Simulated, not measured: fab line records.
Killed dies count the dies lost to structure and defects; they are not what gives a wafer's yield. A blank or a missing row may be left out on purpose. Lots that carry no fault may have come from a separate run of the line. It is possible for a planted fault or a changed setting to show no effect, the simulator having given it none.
Chamber matching -- flow n5-finfet -- N5_GATE_CUT_STRIP_41 on rie-diel-04: 4 sister chambers
The step strips in CF4. 30 wafers are shown with their chamber, then 12 later ones without.

== WAFERS WITH THEIR CHAMBER ==
wafer,chamber,drypump-motor-current-A (A),throttle-valve-pct (%),showerhead-plenum-p-Torr (Torr)
L074.4,3,5.9,13.9,1.86
L074.5,0,5.6,13.7,1.85
L074.6,1,6.3,13.8,1.86
L076.2,1,6.3,13.8,1.86
L076.3,3,5.9,13.9,1.85
L076.5,0,5.7,13.7,1.85
L078.2,0,5.6,13.8,1.85
L078.5,2,6.2,12.9,1.76
L078.6,3,5.9,13.9,1.85
L079.3,0,5.6,13.8,1.84
L079.4,1,6.3,13.9,1.85
L079.5,0,5.6,13.8,1.85
L080.2,3,5.9,13.9,1.85
L080.5,3,5.9,13.9,1.85
L080.6,2,6.2,12.9,1.75
L081.2,1,6.3,13.8,1.85
L081.4,0,5.7,13.8,1.84
L081.5,2,6.2,13.0,1.75
L083.1,2,6.2,12.9,1.75
L083.3,0,5.6,13.8,1.84
L083.4,1,6.3,13.9,1.85
L084.2,1,6.3,13.9,1.85
L084.4,3,5.9,13.9,1.85
L084.6,1,6.3,13.8,1.85
L085.1,0,5.7,13.8,1.84
L085.2,2,6.2,13.0,1.75
L085.6,1,6.3,13.9,1.85
L088.2,1,6.3,13.9,1.85
L088.4,3,5.9,13.9,1.85
L088.5,0,5.6,13.8,1.84

SIGNATURES (averages over the wafers above)
reading,chamber 0,chamber 1,chamber 2,chamber 3,scatter within a chamber
drypump-motor-current-A,5.633,6.300,6.200,5.900,0.0277
throttle-valve-pct,13.778,13.856,12.940,13.900,0.0438
showerhead-plenum-p-Torr,1.8444,1.8522,1.7520,1.8514,0.00457
Rule: for each reading, subtract the chamber's mean from the wafer's reading, divide by that reading's scatter and square the result; add these up over the readings and take the root, which gives the wafer's distance from the chamber. The wafer belongs to the nearest chamber; if the next one is less than 2 further off, it can't be placed. The scatter: take each reading less its chamber's mean, square it, sum over the shown wafers, divide by the number of wafers less the number of chambers, and take the root.

== WAFERS WITH NO CHAMBER GIVEN ==
wafer,drypump-motor-current-A (A),throttle-valve-pct (%),showerhead-plenum-p-Torr (Torr)
L089.2,5.6,13.8,1.84
L089.3,6.2,13.0,1.75
L089.5,6.3,13.9,1.85
L091.1,5.6,13.8,1.84
L091.2,6.2,13.0,1.75
L091.3,6.3,13.9,1.85
L093.2,5.7,13.8,1.84
L093.3,6.2,13.0,1.75
L093.4,6.2,13.0,1.75
L095.2,5.9,13.4,1.85
L095.3,6.3,13.9,1.85
L095.4,6.2,13.0,1.75

== WHICH CHAMBER EACH ONE RAN IN ==
wafer,from the rows above,in truth
L089.2,0,0
L089.3,2,2
L089.5,1,1
L091.1,0,0
L091.2,2,2
L091.3,1,1
L093.2,0,0
L093.3,2,2
L093.4,2,2
L095.2,can't be placed: 3 or 0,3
L095.3,1,1
L095.4,2,2
Correct placement for 11 of the 12. Unplaceable from these rows: 1, with the true chamber sitting among the candidates in 1. 0 placed wrongly.
